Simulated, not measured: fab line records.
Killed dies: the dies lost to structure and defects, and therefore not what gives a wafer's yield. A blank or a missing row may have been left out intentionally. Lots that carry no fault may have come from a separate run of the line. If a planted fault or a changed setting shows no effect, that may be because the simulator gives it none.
Matching of chambers ; flow n5-finfet ; rie-diel-04 running N5_BEOL_M6_ETCH_62: 4 sister chambers
The step etches SOC in N2/H2, target depth 110 nm, overetch 22 nm, time 165 s. 14 wafers are shown with their chamber, then 7 later ones without.

WAFERS PAIRED WITH THEIR CHAMBERS
wafer;chamber;throttle-valve-pct (%);drypump-motor-current-A (A);oes-product-au (a.u.)
L074.2;3;17.40;5.6;0.80
L074.3;1;17.35;6.0;0.72
L074.4;2;18.03;6.0;0.68
L079.1;0;17.60;5.4;0.73
L079.4;2;18.05;5.9;0.68
L079.6;1;17.37;6.0;0.72
L080.3;2;18.07;5.9;0.67
L080.4;3;17.45;5.6;0.76
L080.5;2;18.05;5.9;0.67
L086.1;1;17.42;6.0;0.69
L086.5;3;17.45;5.6;0.74
L086.6;2;18.07;5.9;0.66
L089.1;0;17.65;5.5;0.69
L089.4;3;17.48;5.6;0.74

SIGNATURES, as means of the wafers listed above
reading;chamber 0;chamber 1;chamber 2;chamber 3;scatter within a chamber
throttle-valve-pct;17.6250;17.3800;18.0540;17.4450;0.0288
drypump-motor-current-A;5.450;6.000;5.920;5.600;0.0361
oes-product-au;0.7100;0.7100;0.6720;0.7600;0.0202
Rule: a wafer lies at a distance from a chamber equal to the root of the sum of squares, over the readings, of (its reading less the chamber's mean, divided by the reading's scatter). The wafer belongs to the nearest chamber; if the next one is less than 2 further off, it can't be placed. The scatter: the root of (the sum of the squares of (reading less its chamber's mean) over the shown wafers, divided by (wafers less chambers)).

WAFERS MISSING THEIR CHAMBER
wafer;throttle-valve-pct (%);drypump-motor-current-A (A);oes-product-au (a.u.)
L089.6;17.66;5.4;0.70
L093.1;17.68;5.4;0.70
L093.5;17.67;5.4;0.70
L093.6;17.44;6.0;0.68
L097.3;17.46;6.0;0.67
L097.4;17.68;5.4;0.68
L097.6;17.47;6.0;0.68

EACH ONE'S CHAMBER
wafer;from the rows above;in truth
L089.6;0;0
L093.1;0;0
L093.5;0;0
L093.6;1;1
L097.3;1;1
L097.4;0;0
L097.6;1;1
7 of 7 placed correctly. Number that these rows cannot place: 0. Placed wrongly: 0.
